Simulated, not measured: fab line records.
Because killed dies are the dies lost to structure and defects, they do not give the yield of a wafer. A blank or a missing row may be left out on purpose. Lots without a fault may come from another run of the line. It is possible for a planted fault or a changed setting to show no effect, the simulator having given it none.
fab line records | flow nand_harc
[record] lots = 5 wafers = 15 last_day = 32
route steps=1302 shown P_GATE@155
lots untouched by any fault: they come from a run of this same line in which no faults occurred
start_h: the number of hours between the record's first day and the start of the first shown wafer of the lot | wait_h: hours since the lot's step before | " unchanged from the row above | L1.1+2: a single row standing in for several wafers | - either no value or no given start | * or withheld: withheld | < > ~ a bound
route shown NAME@n: NAME is a module with steps in the file, n the number in the route of the first one | usual: the fault-free wafers' mean and standard deviation | same: alike in all rows | chamber/n: place in a boat | sites: readings site by site | _std_site: their standard deviation | _edge_site: outer sites' mean less inner sites' | radius_mm: how far each site lies from the wafer's centre | mask NAME#n: copy n | behind: the last tool/chamber to shape the wafer | hold: why the lot went on hold/how many hours it stayed there/how the hold came to an end | device: the transistor (n, p or np) that didn't switch | end of line: tests run on the same wafers once the route is complete | a step without rows: its recipe alone | killed: at the first sort, the dies lost to defects and structure; wafer yield is something else | map: per-die view of a wafer (x killed, . not killed, _ where there is no die)
set.NAME: the setting as run; set.NAME@STEP: as run at that earlier step | model.NAME: the simulator's own value behind a step, which no gauge read
lots at selected steps of the route; one table per step, one row per wafer
services: when a tool's chamber went out of use (start_h, in hours from the record's first day, below 0 if earlier), for how many hours, and the reason
[[steps]]
[step NHARC_P_GATE_ALD_36]
[recipe] target_thk_a = 200 pulse_time_s = 60 ald_cycles = 223 temp_c = 400 material = SiNx
[usual] heater_power_outer_w = 524/63 heater_power_w = 837/75 precursor_pulse_height_rel = 1.002/0.019
[same] pulse_time_s = 60
// columns lot.wafer tool chamber start_h wait_h heater_power_outer_w heater_power_w precursor_pulse_height_rel
L864.4 ald_sin-03 2 99.20 - 557 938 0.999
L864.3 " 1 102.36 - 585 927 1.005
L864.6 " 3 104.48 - 405 768 1.016
L865.4 ald_sin-02 1 107.04 - 558 875 0.970
L865.5 " 1 111.22 - 569 855 1.012
L865.6 " 2 112.26 - 604 842 1.021
L875.4 ald_sin-01 2 209.29 - 544 873 1.006
L875.3 " 0 211.41 - 588 818 1.031
L875.2 " 1 212.47 - 542 837 0.994
L879.2 ald_sin-01 1 246.15 - 583 885 0.997
L879.3 " 2 247.20 - 513 823 0.984
L879.5 " 0 249.30 - 585 855 1.027
L887.3 ald_sin-02 0 323.25 - 541 843 0.961
L887.1 " 1 324.32 - 592 938 1.000
L887.4 " 2 325.38 - 558 783 1.006
[step NHARC_P_GATE_ETCHBACK_37]
[recipe] target_depth_a = 345 time_s = 17.2 chf3_flow_sccm = 50 o2_flow_sccm = 10 ar_flow_sccm = 200 rf_w = 500 bias_w = 200 chemistry = CHF3/O2
[usual] drypump_motor_current_A = 5.60/0.28 oes_product_au = 0.942/0.029 rf_vpp_V = 370.9/2.3 showerhead_plenum_p_Torr = 2.41/0.096 throttle_valve_pct = 20.572/0.0091
// columns lot.wafer tool chamber start_h wait_h drypump_motor_current_A oes_product_au rf_hours_counter_h rf_vpp_V showerhead_plenum_p_Torr throttle_valve_pct
L864.4 rie_diel-10 2 - - 5.31 0.920 0.6 371.1 2.41 20.556
L864.3 " 3 " " 5.57 0.922 0.6 366.9 2.28 20.586
L864.6 " 3 " " 5.57 0.927 - 367.0 2.28 20.573
L865.4 rie_diel-02 1 - - 5.62 0.938 4.5 371.1 2.49 20.574
L865.5 " 1 " " 5.63 0.935 - 373.0 2.49 20.581
L865.6 " 2 " " 5.91 0.947 - 367.4 2.25 20.550
L875.3 rie_diel-12 3 - - 5.31 0.945 5.8 373.1 2.55 20.580
L875.2 " 0 " " 5.23 0.927 6.5 372.3 2.49 20.576
L875.4 " 1 " " 6.09 0.941 5.9 370.7 2.44 20.578
L879.2 rie_diel-02 1 - - 5.63 0.934 2.2 371.9 2.48 20.573
L879.3 " 2 " " 5.87 0.928 2.1 368.3 2.25 20.566
L879.5 " 3 " " 5.13 0.929 - 372.7 2.51 20.580
L887.4 rie_diel-10 2 - - 5.35 0.926 3.2 369.4 2.40 20.555
L887.1 " 3 " " 5.59 0.931 3.8 368.2 2.27 20.551
L887.3 " 1 " " 5.89 0.934 3.0 370.2 2.32 20.551
[step NHARC_P_GATE_STRIP_101]
[recipe] time_s = 20 o2_flow_sccm = 500 ar_flow_sccm = 0 bias_w = 0 chemistry = O2
[usual] drypump_motor_current_A = 5.61/0.28 oes_product_au = 1.001/0.0084 rf_vpp_V = 57.7/0.87 showerhead_plenum_p_Torr = 3.54/0.14 throttle_valve_pct = 17.037/0.0095
// columns lot.wafer tool chamber start_h wait_h drypump_motor_current_A oes_product_au rf_hours_counter_h rf_vpp_V showerhead_plenum_p_Torr throttle_valve_pct
L864.4 rie_diel-10 0 108.81 0.1 5.99 1.003 0.7 57.6 3.60 17.034
L864.3 " 1 " " 5.88 1.007 0.7 57.4 3.42 17.037
L864.6 " 2 " " 5.34 0.986 - 58.4 3.53 17.029
L865.4 rie_diel-02 2 116.57 0.1 5.88 1.013 4.4 58.0 3.32 17.018
L865.6 " 2 " " 5.86 1.004 - 57.1 3.32 17.051
L865.5 " 3 " " 5.14 1.007 - 57.7 3.69 17.033
L875.3 rie_diel-12 3 218.92 0.1 5.33 1.007 5.8 58.0 3.73 17.043
L875.4 " 1 " " 6.08 1.005 5.9 58.4 3.58 17.022
L875.2 " 2 " " 5.41 1.013 5.3 56.6 3.63 17.046
L879.3 rie_diel-02 2 254.66 0.1 5.93 1.007 2.1 56.2 3.31 17.047
L879.2 " 3 " " 5.16 0.997 2.3 57.7 3.69 17.034
L879.5 " 2 " " 5.89 1.015 - 57.3 3.31 17.039
L887.1 rie_diel-10 3 332.90 0.1 5.58 1.006 3.8 56.8 3.34 17.050
L887.3 " 0 " " 5.99 1.013 3.6 60.0 3.60 17.037
L887.4 " 1 " " 5.88 1.013 3.0 58.0 3.41 17.044
[step NHARC_P_GATE_PRECLEAN_97]
[recipe] time_s = 600 temp_c = 120 chemistry = SPM
[step NHARC_P_GATE_SRD_98]
[step NHARC_P_GATE_PRECLEAN_99]
[recipe] time_s = * temp_c = 50 bath_age_min = 0 chemistry = SC1
[step NHARC_P_GATE_SRD_100]
[step NHARC_P_GATE_DEHYDRATE_38]
[recipe] temp_c = 150 time_s = 120
[step NHARC_P_GATE_HMDS_39]
[recipe] time_s = 30
[step NHARC_P_GATE_COAT_40]
[recipe] spin_rpm = 3000
[step NHARC_P_GATE_SOFTBAKE_41]
[recipe] temp_c = 122 time_s = 95
[step NHARC_P_GATE_EBR_42]
[step NHARC_P_GATE_EXPOSE_43]
[recipe] na = 0.6 target_cd_nm = 720 dose_mj = 14.81 mask_id = P_NSD
[same] na = 0.6
// columns lot.wafer tool chamber start_h wait_h mask
L864.3+4+6 krf_scanner-02 0 109.57 - P_NSD#0
L865.4+5+6 krf_scanner-04 0 117.35 - P_NSD#0
L875.2+3+4 krf_scanner-04 0 219.56 - P_PSD#0
L879.2+3+5 krf_scanner-01 0 255.44 - P_NSD#0
L887.1+3+4 krf_scanner-02 0 333.66 - P_NSD#0
[step NHARC_P_GATE_PEB_44]
[recipe] peb_temp_c = 118 peb_time_s = 85
[step NHARC_P_GATE_DEVELOP_45]
[recipe] time_s = 70
[step NHARC_P_GATE_CD_MEAS_46]
[recipe] target_cd_nm = 720 landing_energy_ev = 500
[usual] cd_nm = 720.0/1.1
[same] landing_energy_ev = 500
// columns lot.wafer tool chamber start_h wait_h cd_nm
L864.3 cd_sem-01 0 109.73 - 719.1
L864.4 " 0 " " 720.8
L864.6 " 0 " " 719.5
L865.4 cd_sem-03 0 117.50 - 720.1
L865.5 " 0 " " 719.4
L865.6 " 0 " " 719.5
L875.2 cd_sem-03 0 219.71 - -
L875.3 " 0 " " -
L875.4 " 0 " " -
L879.2 cd_sem-02 0 255.59 - 720.5
L879.3 " 0 " " 722.1
L879.5 " 0 " " 721.7
L887.1 cd_sem-01 0 333.82 - 720.4
L887.3 " 0 " " 720.3
L887.4 " 0 " " 719.4
[step NHARC_P_GATE_HARDBAKE_47]
[recipe] temp_c = 125 time_s = 80
[[services]]
// columns tool chamber start_h hours kind
rie_diel-12 - 91.46 9.0 pm
krf_scanner-02 - 94.00 4.0 pm
ald_sin-01 1 100.45 4.0 repair
rie_diel-12 0 104.03 7.6 repair
krf_scanner-02 - 107.81 1.2 repair
ald_sin-02 - 122.14 10.0 pm
ald_sin-01 2 154.54 3.4 repair
rie_diel-10 1 157.19 7.7 repair
krf_scanner-04 - 182.00 4.0 pm
rie_diel-12 3 182.55 2.5 repair
rie_diel-02 0 184.27 3.9 repair
ald_sin-01 2 184.70 11.7 repair
rie_diel-12 1 195.26 6.4 repair
rie_diel-02 - 216.70 9.0 pm
krf_scanner-04 - 223.34 0.7 repair
rie_diel-10 - 242.50 9.0 pm
ald_sin-01 3 257.00 3.8 repair
ald_sin-01 1 261.63 3.5 repair
krf_scanner-02 - 266.00 4.0 pm
rie_diel-12 - 268.46 9.0 pm
ald_sin-02 - 300.14 10.0 pm
rie_diel-02 1 316.32 2.1 repair
krf_scanner-02 - 319.02 2.4 repair
rie_diel-10 - 321.63 0.4 repair
[[key]]
[first_sign] step = NHARC_P_GATE_EXPOSE_43 reading = mask direction = changed
[effect] step = NHARC_P_GATE_CD_MEAS_46 reading = cd_nm direction = missing
met_at NHARC_P_GATE_EXPOSE_43
struck_wafers L875.2,L875.3,L875.4
later_rows_left_out L875.2,L875.3,L875.4
sort_left_out L875.2,L875.3,L875.4
tester_left_out L875
onset_between 117.35 219.56
[fault] kind = wrong_mask tool = any chamber = - onset_h = 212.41 steps = NHARC_P_GATE_EXPOSE_43 aux_copy = P_PSD#0 scope = struck_lots_only
// tester_left_out: of these lots the tester's yield and bins aren't shown, on N5 and GAA mostly nor the transistor test; their killed dies are dies lost to structure and defects alone, not to doping, threshold or leakage, so they don't give the yield
// sort_left_out: the simulated sort isn't trusted on such a fault, so these wafers' sort isn't shown, and their yield isn't known
// later_rows_left_out: the simulator's readings of these wafers behind a module that went badly wrong aren't trusted and aren't shown, but for the sort
